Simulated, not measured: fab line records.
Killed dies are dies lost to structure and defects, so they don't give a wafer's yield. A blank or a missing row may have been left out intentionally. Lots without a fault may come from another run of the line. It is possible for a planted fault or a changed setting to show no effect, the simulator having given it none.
Check for tools in common ; flow n5 finfet ; 10 lots and 28 wafers in the sample

== WHY THIS WAS OPENED ==
At N5_BEOL_M4_RC_MEAS_101 the reading RS_NWELL is flagged on 2 of 10 lots. Fault-free wafers read 1038 ohm/sq, with a standard deviation of 6.2.
Rule: a lot gets a flag if all its wafers with a number sit over 4 standard deviations from that mean, or if no wafer of it has a number. The other lots count as sound.

lot;measured;on;RS_NWELL (ohm/sq), wafer by wafer;flag
L401;day 7 20:04;prober-02;1035 1035 1034;
L402;day 8 01:37;prober-01;1037 1045;
L405;day 8 23:21;prober-02;1039 1040 1038;
L406;day 9 12:39;prober-02;1256 1263 1270;FLAGGED
L408;day 9 17:04;prober-02;1266 1278 1264;FLAGGED
L414;day 10 22:27;prober-01;1046 1030;
L418;day 12 04:14;prober-01;1052 1043 1032;
L419;day 12 22:20;prober-02;1044 1044 1036;
L421;day 13 13:07;prober-02;1038 1036 1033;
L423;day 13 15:26;prober-02;1036 1041 1041;
Average over the flagged lots: 1266 ohm/sq; offset from the usual +228 ohm/sq, equal to +37 standard deviations.

== LOT BY LOT: THE TOOL USED ==
The record holds 3 process steps before the reading, out of a route of 1938 steps. Each cell gives the tool, then ch followed by the chambers the sampled wafers passed through, then the start.
lot;flag;N5_WELL_APT_IMPLANT_14;N5_WELL_APT_RTA_34;N5_PMOS_HMC_CHANNEL_EPI_DESCUM_14
L401;;implanter-02 ch 0, day 1 14:13;rtp anneal-01 ch 0, day 1 16:40;rie diel-02 ch 1,2,3, day 1 18:15
L402;;implanter-01 ch 0, day 1 20:04;rtp anneal-02 ch 0, day 1 21:53;rie diel-01 ch 0,2, day 1 23:16
L405;;implanter-01 ch 0, day 2 14:13;rtp anneal-02 ch 0, day 2 16:10;rie diel-05 ch 2,3, day 2 17:24
L406;FLAGGED;implanter-01 ch 0, day 2 19:53;rtp anneal-01 ch 0, day 2 21:41;rie diel-01 ch 0,2,3, day 2 23:24
L408;FLAGGED;implanter-01 ch 0, day 3 08:11;rtp anneal-01 ch 0, day 3 09:59;rie diel-01 ch 0,1,2, day 3 11:42
L414;;implanter-02 ch 0, day 4 19:50;rtp anneal-02 ch 0, day 4 21:46;rie diel-05 ch 1,2, day 4 23:40
L418;;implanter-01 ch 0, day 5 19:54;rtp anneal-02 ch 0, day 5 21:42;rie diel-05 ch 1,2,3, day 5 23:31
L419;;implanter-02 ch 0, day 6 02:23;rtp anneal-02 ch 0, day 6 04:14;rie diel-02 ch 2,3, day 6 05:38
L421;;implanter-02 ch 0, day 6 14:07;rtp anneal-01 ch 0, day 6 15:59;rie diel-05 ch 0,2, day 6 17:37
L423;;implanter-01 ch 0, day 7 02:01;rtp anneal-01 ch 0, day 7 04:01;rie diel-01 ch 1,2, day 7 05:25
What the steps here do:
- N5_WELL_APT_IMPLANT_14
- N5_WELL_APT_RTA_34: time 10 s.
- N5_PMOS_HMC_CHANNEL_EPI_DESCUM_14: chemistry O2, time 7.9 s.
- N5_BEOL_M4_RC_MEAS_101

== FLAGGED AGAINST TOTAL, ONE TOOL AT A TIME (gauges that did the reading follow at the end) ==
step;tool;lots run;flagged;share of the flagged lots;sound lots run after its first flagged lot
N5_WELL_APT_IMPLANT_14;implanter-01;6;2;all;2 (L418,L423)
N5_WELL_APT_IMPLANT_14;implanter-02;4;0;none;-
N5_WELL_APT_RTA_34;rtp anneal-01;5;2;all;2 (L421,L423)
N5_WELL_APT_RTA_34;rtp anneal-02;5;0;none;-
N5_PMOS_HMC_CHANNEL_EPI_DESCUM_14;rie diel-01;4;2;all;1 (L423)
N5_PMOS_HMC_CHANNEL_EPI_DESCUM_14;rie diel-02;2;0;none;-
N5_PMOS_HMC_CHANNEL_EPI_DESCUM_14;rie diel-05;4;0;none;-
N5_BEOL_M4_RC_MEAS_101;prober-01;3;0;none;-
N5_BEOL_M4_RC_MEAS_101;prober-02;7;2;all;3 (L419,L421,L423)

== WHAT THE TABLE ALLOWS ==
4 rows of the table ran every flagged lot: implanter-01 at N5_WELL_APT_IMPLANT_14, rtp anneal-01 at N5_WELL_APT_RTA_34, rie diel-01 at N5_PMOS_HMC_CHANNEL_EPI_DESCUM_14, prober-02 at N5_BEOL_M4_RC_MEAS_101.
- implanter-01 at N5_WELL_APT_IMPLANT_14 ran 6 lots, 2 of them flagged. Sound lots followed the first flagged one (L418, L423) on it, something a lasting fault affecting the whole tool could not allow. Its own readings (dose ions cm2, faraday current uA) fall more than 4 standard deviations out on all wafers of the flagged lots.
- rtp anneal-01 at N5_WELL_APT_RTA_34 ran 5 lots, 2 of them flagged. Sound lots followed the first flagged one (L421, L423) on it, something a lasting fault affecting the whole tool could not allow.
- rie diel-01 at N5_PMOS_HMC_CHANNEL_EPI_DESCUM_14 ran 4 lots, 2 of them flagged. Sound lots followed the first flagged one (L423) on it, something a lasting fault affecting the whole tool could not allow.
- prober-02 at N5_BEOL_M4_RC_MEAS_101 ran 7 lots, 2 of them flagged. Sound lots followed the first flagged one (L419, L421, L423) on it, something a lasting fault affecting the whole tool could not allow.
No row of the table ran every flagged lot and no sound lot after the first.

== WHAT HAD BEEN PUT IN BY THE SIMULATOR ==
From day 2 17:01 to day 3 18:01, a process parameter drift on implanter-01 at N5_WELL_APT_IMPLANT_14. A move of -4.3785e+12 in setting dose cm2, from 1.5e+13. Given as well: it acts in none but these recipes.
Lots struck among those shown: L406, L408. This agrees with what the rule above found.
